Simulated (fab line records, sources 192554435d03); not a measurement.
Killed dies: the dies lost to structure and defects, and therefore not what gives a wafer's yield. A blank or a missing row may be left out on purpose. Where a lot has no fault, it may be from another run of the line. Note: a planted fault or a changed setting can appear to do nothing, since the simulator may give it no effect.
Split-lot trial :: flow n5 finfet :: 7 lots, 39 wafers read, on a route of 1938 steps

## THE SPLIT ITSELF
At N5_GATE_CUT_ETCH_58 (etches SiNx in CH3F/O2, target depth 17 nm, time 128.6 s), the setting bias w was moved away from the recipe's 21 W on 12 of the 39 wafers read, by +5.1% to +13.8%. The other wafers ran this setting at the recipe's value.

Reading taken at the split's own step.

## THE READING
rf vpp V, in V, at N5_GATE_CUT_ETCH_58 (etches SiNx in CH3F/O2, target depth 17 nm, time 128.6 s). On this fab line, fault-free wafers typically give 99.4 V with a standard deviation of 0.91 V.

wafer: L076.1
tool, chamber at the split: rie diel-02, 3
bias w as run, W: 22.32
against the recipe: +6.3%
rf vpp V, V: 103.5
against lot-mates on the recipe: +4.4

wafer: L076.2
tool, chamber at the split: rie diel-02, 0
bias w as run, W: 21
against the recipe: recipe
rf vpp V, V: 99.0
against lot-mates on the recipe: -

wafer: L076.3
tool, chamber at the split: rie diel-02, 1
bias w as run, W: 22.32
against the recipe: +6.3%
rf vpp V, V: 104.7
against lot-mates on the recipe: +5.6

wafer: L076.4
tool, chamber at the split: rie diel-02, 2
bias w as run, W: 21
against the recipe: recipe
rf vpp V, V: 99.7
against lot-mates on the recipe: -

wafer: L076.5
tool, chamber at the split: rie diel-02, 3
bias w as run, W: 22.32
against the recipe: +6.3%
rf vpp V, V: 100.6
against lot-mates on the recipe: +1.5

wafer: L076.6
tool, chamber at the split: rie diel-02, 2
bias w as run, W: 21
against the recipe: recipe
rf vpp V, V: 98.5
against lot-mates on the recipe: -

wafer: L077.1
tool, chamber at the split: rie diel-01, 1
bias w as run, W: 22.07
against the recipe: +5.1%
rf vpp V, V: 102.8
against lot-mates on the recipe: +3.5

wafer: L077.2
tool, chamber at the split: rie diel-01, 2
bias w as run, W: 21
against the recipe: recipe
rf vpp V, V: 100.1
against lot-mates on the recipe: -

wafer: L077.3
tool, chamber at the split: rie diel-01, 3
bias w as run, W: 22.07
against the recipe: +5.1%
rf vpp V, V: 100.8
against lot-mates on the recipe: +1.5

wafer: L077.4
tool, chamber at the split: rie diel-01, 3
bias w as run, W: 21
against the recipe: recipe
rf vpp V, V: 99.3
against lot-mates on the recipe: -

wafer: L077.5
tool, chamber at the split: rie diel-01, 1
bias w as run, W: 22.07
against the recipe: +5.1%
rf vpp V, V: 103.5
against lot-mates on the recipe: +4.2

wafer: L077.6
tool, chamber at the split: rie diel-01, 2
bias w as run, W: 21
against the recipe: recipe
rf vpp V, V: 98.6
against lot-mates on the recipe: -

wafer: L079.1
tool, chamber at the split: rie diel-01, 1
bias w as run, W: 21
against the recipe: recipe
rf vpp V, V: 100.2
against lot-mates on the recipe: -

wafer: L079.2
tool, chamber at the split: rie diel-01, 3
bias w as run, W: 21
against the recipe: recipe
rf vpp V, V: 98.1
against lot-mates on the recipe: -

wafer: L079.3
tool, chamber at the split: rie diel-01, 0
bias w as run, W: 21
against the recipe: recipe
rf vpp V, V: 99.5
against lot-mates on the recipe: -

wafer: L079.4
tool, chamber at the split: rie diel-01, 2
bias w as run, W: 21
against the recipe: recipe
rf vpp V, V: 98.9
against lot-mates on the recipe: -

wafer: L079.5
tool, chamber at the split: rie diel-01, 3
bias w as run, W: 21
against the recipe: recipe
rf vpp V, V: 98.4
against lot-mates on the recipe: -

wafer: L079.6
tool, chamber at the split: rie diel-01, 0
bias w as run, W: 21
against the recipe: recipe
rf vpp V, V: 98.6
against lot-mates on the recipe: -

wafer: L081.1
tool, chamber at the split: rie diel-01, 0
bias w as run, W: 22.08
against the recipe: +5.1%
rf vpp V, V: 101.6
against lot-mates on the recipe: +1.5

wafer: L081.2
tool, chamber at the split: rie diel-01, 3
bias w as run, W: 22.08
against the recipe: +5.1%
rf vpp V, V: 101.4
against lot-mates on the recipe: +1.3

wafer: L081.3
tool, chamber at the split: rie diel-01, 1
bias w as run, W: 21
against the recipe: recipe
rf vpp V, V: 100.9
against lot-mates on the recipe: -

wafer: L081.4
tool, chamber at the split: rie diel-01, 2
bias w as run, W: 22.08
against the recipe: +5.1%
rf vpp V, V: 103.8
against lot-mates on the recipe: +3.7

wafer: L081.5
tool, chamber at the split: rie diel-01, 2
bias w as run, W: 21
against the recipe: recipe
rf vpp V, V: 99.8
against lot-mates on the recipe: -

wafer: L081.6
tool, chamber at the split: rie diel-01, 3
bias w as run, W: 21
against the recipe: recipe
rf vpp V, V: 99.5
against lot-mates on the recipe: -

wafer: L086.1
tool, chamber at the split: rie diel-02, 0
bias w as run, W: 21
against the recipe: recipe
rf vpp V, V: 100.1
against lot-mates on the recipe: -

wafer: L086.2
tool, chamber at the split: rie diel-02, 1
bias w as run, W: 21
against the recipe: recipe
rf vpp V, V: 100.4
against lot-mates on the recipe: -

wafer: L086.3
tool, chamber at the split: rie diel-02, 2
bias w as run, W: 21
against the recipe: recipe
rf vpp V, V: 100.3
against lot-mates on the recipe: -

wafer: L086.4
tool, chamber at the split: rie diel-02, 0
bias w as run, W: 21
against the recipe: recipe
rf vpp V, V: 99.2
against lot-mates on the recipe: -

wafer: L086.5
tool, chamber at the split: rie diel-02, 1
bias w as run, W: 21
against the recipe: recipe
rf vpp V, V: 98.8
against lot-mates on the recipe: -

wafer: L086.6
tool, chamber at the split: rie diel-02, 2
bias w as run, W: 21
against the recipe: recipe
rf vpp V, V: 100.2
against lot-mates on the recipe: -

wafer: L087.1
tool, chamber at the split: rie diel-02, 2
bias w as run, W: 21
against the recipe: recipe
rf vpp V, V: 98.1
against lot-mates on the recipe: -

wafer: L087.3
tool, chamber at the split: rie diel-02, 0
bias w as run, W: 21
against the recipe: recipe
rf vpp V, V: 99.1
against lot-mates on the recipe: -

wafer: L087.4
tool, chamber at the split: rie diel-02, 1
bias w as run, W: 21
against the recipe: recipe
rf vpp V, V: 100.0
against lot-mates on the recipe: -

wafer: L092.1
tool, chamber at the split: rie diel-02, 3
bias w as run, W: 21
against the recipe: recipe
rf vpp V, V: 99.0
against lot-mates on the recipe: -

wafer: L092.2
tool, chamber at the split: rie diel-02, 1
bias w as run, W: 21
against the recipe: recipe
rf vpp V, V: 99.0
against lot-mates on the recipe: -

wafer: L092.3
tool, chamber at the split: rie diel-02, 0
bias w as run, W: 21
against the recipe: recipe
rf vpp V, V: 99.8
against lot-mates on the recipe: -

wafer: L092.4
tool, chamber at the split: rie diel-02, 2
bias w as run, W: 23.89
against the recipe: +13.8%
rf vpp V, V: 106.9
against lot-mates on the recipe: +7.6

wafer: L092.5
tool, chamber at the split: rie diel-02, 3
bias w as run, W: 23.89
against the recipe: +13.8%
rf vpp V, V: 109.2
against lot-mates on the recipe: +9.9

wafer: L092.6
tool, chamber at the split: rie diel-02, 2
bias w as run, W: 23.89
against the recipe: +13.8%
rf vpp V, V: 107.4
against lot-mates on the recipe: +8.1

THE FIT
A straight line over all 39 wafers: rf vpp V changes by +0.604 V for each +1% of bias w; r = +0.93; the points scatter about the line by 0.96 V.
The same after taking each lot's own level away (the mean of its wafers on the recipe; 39 wafers): +0.606 V for each +1%; r = +0.94; scatter 0.93 V.
That fit puts the effect of the largest move of bias w on the reading at 8.3 V.
From 98.95 to 100.07 V: that is the span of the lots' own levels, equal to 1.2 times the standard deviation above.
Consequently the slope shifts little with the lot-to-lot level, the two slopes agreeing.
Check: with one of the wafers moved furthest among these (+13.8%) left out of the fit, the line predicts +8.49 V for it against its lot-mates. It came out at +7.63 V against them.
Tool readings at the split's step, against how far the setting was moved: rf vpp V r = +0.93.

## OTHER SPLITS ON THESE WAFERS
Before the reading, these wafers also passed through other splits. Each is held against what the fit with the lots' levels taken away leaves over:
other split on the same wafers: N5_FIN_SAQP_ALD_61 ald cycles
wafers away from the commonest value: 9
r with rf vpp V (lot level and that fit taken away): -0.06

other split on the same wafers: N5_DUMMY_GATE_ETCH_32 time s
wafers away from the commonest value: 12
r with rf vpp V (lot level and that fit taken away): -0.06

other split on the same wafers: N5_SD_EPI_P_ETCH_37 source w
wafers away from the commonest value: 9
r with rf vpp V (lot level and that fit taken away): +0.23

## FILE'S OWN FIT
rf vpp V changes by +0.602 V for each +1% of bias w, r = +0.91.
